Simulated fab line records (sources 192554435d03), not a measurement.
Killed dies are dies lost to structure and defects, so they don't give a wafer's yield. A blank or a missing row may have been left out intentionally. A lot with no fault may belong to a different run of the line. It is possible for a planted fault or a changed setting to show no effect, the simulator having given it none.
Matching of chambers ; flow n5-finfet ; N5_BEOL_M4_PECVD_72 on pecvd-02: 3 sister chambers
The step deposits SiO2 from TEOS/O2, target thk 16 nm, time 18 s. 6 wafers are shown with their chamber, then 8 later ones without.

## WAFERS WITH THEIR CHAMBER
wafer;chamber;showerhead-vpp-V (V);heater-power-w (W)
L087.5;2;1317;687
L087.6;0;1211;833
L088.1;1;1339;691
L088.4;0;1229;807
L088.6;2;1331;626
L092.2;1;1331;675

## WAFERS WITH NO CHAMBER GIVEN
wafer;showerhead-vpp-V (V);heater-power-w (W)
L092.4;1218;831
L092.5;1341;667
L093.2;1192;798
L093.3;1324;663
L093.4;1336;670
L095.1;1340;667
L095.3;1234;816
L095.6;1239;842

## WHICH CHAMBER EACH ONE RAN IN
wafer;from the rows above;in truth
L092.4;0;0
L092.5;can't be placed: 1 or 2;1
L093.2;0;0
L093.3;can't be placed: 2 or 1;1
L093.4;can't be placed: 1 or 2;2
L095.1;can't be placed: 1 or 2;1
L095.3;0;0
L095.6;0;0
Correct placement for 4 of the 8. Unplaceable from these rows: 4, with the true chamber sitting among the candidates in 4. Number placed wrongly: 0.
How it was worked out, from the rows above alone: a wafer's distance from a chamber is the root of the sum, over the readings, of the square of ((its reading less the chamber's mean) divided by the reading's scatter). If the next closest chamber is less than 2 further off than the closest, the wafer can't be placed; otherwise it belongs to the closest. The mean given for a chamber averages the wafers shown for that chamber. The scatter is the square root of a quotient: the sum, over the shown wafers, of each reading's squared deviation from its chamber's mean, divided by wafers minus chambers.
